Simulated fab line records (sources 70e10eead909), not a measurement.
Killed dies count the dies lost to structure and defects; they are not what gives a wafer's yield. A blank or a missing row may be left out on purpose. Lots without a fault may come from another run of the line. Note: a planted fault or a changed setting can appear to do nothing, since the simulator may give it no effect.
Which of the tools did it? :: flow nand-harc :: 72 wafers from 24 lots sampled at 2 of the route's 1302 steps

## WHAT THE GAUGES SHOWED, per wafer
NHARC_A_CONTACT_CD_MEAS_69: the cd target is 300 nm.
lot: L076
measured: day 22 11:09
on: cd-sem-01
cd-nm (nm): 299.3 299.2 299.2

lot: L074
measured: day 22 12:38
on: cd-sem-02
cd-nm (nm): 298.3 298.8 298.8

lot: L075
measured: day 22 20:04
on: cd-sem-01
cd-nm (nm): 299.4 299.6 298.7

lot: L077
measured: day 23 11:39
on: cd-sem-01
cd-nm (nm): 299.8 301.1 301.0

lot: L078
measured: day 23 12:39
on: cd-sem-01
cd-nm (nm): 298.8 299.6 299.9

lot: L079
measured: day 23 15:34
on: cd-sem-03
cd-nm (nm): 301.2 300.4 300.4

lot: L082
measured: day 24 07:10
on: cd-sem-03
cd-nm (nm): 298.6 299.1 298.3

lot: L080
measured: day 24 10:21
on: cd-sem-03
cd-nm (nm): 299.8 300.1 299.6

lot: L081
measured: day 24 14:36
on: cd-sem-01
cd-nm (nm): 299.5 298.7 299.3

lot: L083
measured: day 25 21:57
on: cd-sem-01
cd-nm (nm): 299.6 299.3 300.1

lot: L084
measured: day 26 11:05
on: cd-sem-03
cd-nm (nm): 298.7 299.2 300.0

lot: L086
measured: day 26 21:36
on: cd-sem-01
cd-nm (nm): 299.6 300.4 300.7

lot: L085
measured: day 27 00:08
on: cd-sem-01
cd-nm (nm): 299.8 299.3 299.5

lot: L087
measured: day 27 19:14
on: cd-sem-01
cd-nm (nm): 299.8 300.0 300.4

lot: L089
measured: day 28 03:11
on: cd-sem-01
cd-nm (nm): 300.9 299.9 300.0

lot: L088
measured: day 28 10:36
on: cd-sem-02
cd-nm (nm): 299.0 299.5 300.1

lot: L090
measured: day 29 17:05
on: cd-sem-01
cd-nm (nm): 300.9 300.3 300.6

lot: L091
measured: day 30 00:02
on: cd-sem-02
cd-nm (nm): 298.1 299.7 298.1

lot: L092
measured: day 30 01:03
on: cd-sem-03
cd-nm (nm): 300.1 299.1 300.3

lot: L093
measured: day 30 06:13
on: cd-sem-02
cd-nm (nm): 299.6 300.0 299.9

lot: L094
measured: day 30 09:16
on: cd-sem-02
cd-nm (nm): 299.2 299.8 299.8

lot: L095
measured: day 30 18:44
on: cd-sem-01
cd-nm (nm): 299.0 299.3 299.6

lot: L096
measured: day 30 19:31
on: cd-sem-03
cd-nm (nm): 300.2 300.7 300.2

lot: L097
measured: day 31 06:51
on: cd-sem-03
cd-nm (nm): 298.0 299.1 299.3

NHARC_A_CONTACT_INSPECT_71.
lot: L076
measured: day 22 11:16
on: defect-inspect-01
raw-defect-count: 48 46 56

lot: L074
measured: day 22 12:46
on: defect-inspect-01
raw-defect-count: 19 20 21

lot: L075
measured: day 22 20:12
on: defect-inspect-02
raw-defect-count: 126 110 90

lot: L077
measured: day 23 11:46
on: defect-inspect-02
raw-defect-count: 103 112 113

lot: L078
measured: day 23 12:46
on: defect-inspect-02
raw-defect-count: 104 116 127

lot: L079
measured: day 23 15:41
on: defect-inspect-02
raw-defect-count: 26 26 34

lot: L082
measured: day 24 07:17
on: defect-inspect-01
raw-defect-count: 176 147 140

lot: L080
measured: day 24 10:29
on: defect-inspect-01
raw-defect-count: 70 65 87

lot: L081
measured: day 24 14:43
on: defect-inspect-02
raw-defect-count: 71 68 64

lot: L083
measured: day 25 22:04
on: defect-inspect-01
raw-defect-count: 99 73 78

lot: L084
measured: day 26 11:13
on: defect-inspect-01
raw-defect-count: 122 124 120

lot: L086
measured: day 26 21:43
on: defect-inspect-02
raw-defect-count: 72 90 89

lot: L085
measured: day 27 00:15
on: defect-inspect-01
raw-defect-count: 133 119 138

lot: L087
measured: day 27 19:22
on: defect-inspect-02
raw-defect-count: 67 77 81

lot: L089
measured: day 28 03:19
on: defect-inspect-02
raw-defect-count: 93 93 113

lot: L088
measured: day 28 10:43
on: defect-inspect-02
raw-defect-count: 83 58 66

lot: L090
measured: day 29 17:13
on: defect-inspect-02
raw-defect-count: 104 103 103

lot: L091
measured: day 30 00:10
on: defect-inspect-01
raw-defect-count: 76 71 77

lot: L092
measured: day 30 01:10
on: defect-inspect-01
raw-defect-count: 84 96 114

lot: L093
measured: day 30 06:20
on: defect-inspect-01
raw-defect-count: 28 18 36

lot: L094
measured: day 30 09:24
on: defect-inspect-02
raw-defect-count: 127 110 122

lot: L095
measured: day 30 18:52
on: defect-inspect-01
raw-defect-count: 62 67 80

lot: L096
measured: day 30 19:38
on: defect-inspect-02
raw-defect-count: 18 12 17

lot: L097
measured: day 31 06:59
on: defect-inspect-02
raw-defect-count: 20 22 24

## WHAT TOOL EACH LOT RAN ON (gives the tool, then ch and the chambers of the sampled wafers, and finally the start)
The record holds no process step before these readings.

## WHAT THE TOOLS THEMSELVES READ (means of the sampled wafers that have a number; where no wafer has one, the mark that the record gives instead)
The record holds no such reading with a usual standard deviation.

## THE ANSWER, worked out from the rows above alone
Rule: what is usual is taken from the lots themselves. The widest of any qualifying gaps counts: lots, ordered by their means at a reading, are off when they make up no more than a third of the lots, leave a main group of 4 or more, and stand apart from it by 3 or more times the standard deviation of that group's means. Not used: any main group whose means are identical at the precision the tables above print for the reading. A lot without any number at a reading at which 4 lots or more have one is off too. Any other lot the step has rows for is counted as sound. First the gauges in route order, then the tools' own readings, where a lot's mean is used as printed above. The first step at which some lot is off is used, and at that step the reading that is off furthest; a lot without a number counts as furthest.
Across all readings shown, no lot is off: no conclusion can be drawn from this.

## WHAT THE SIMULATOR HAD INSERTED
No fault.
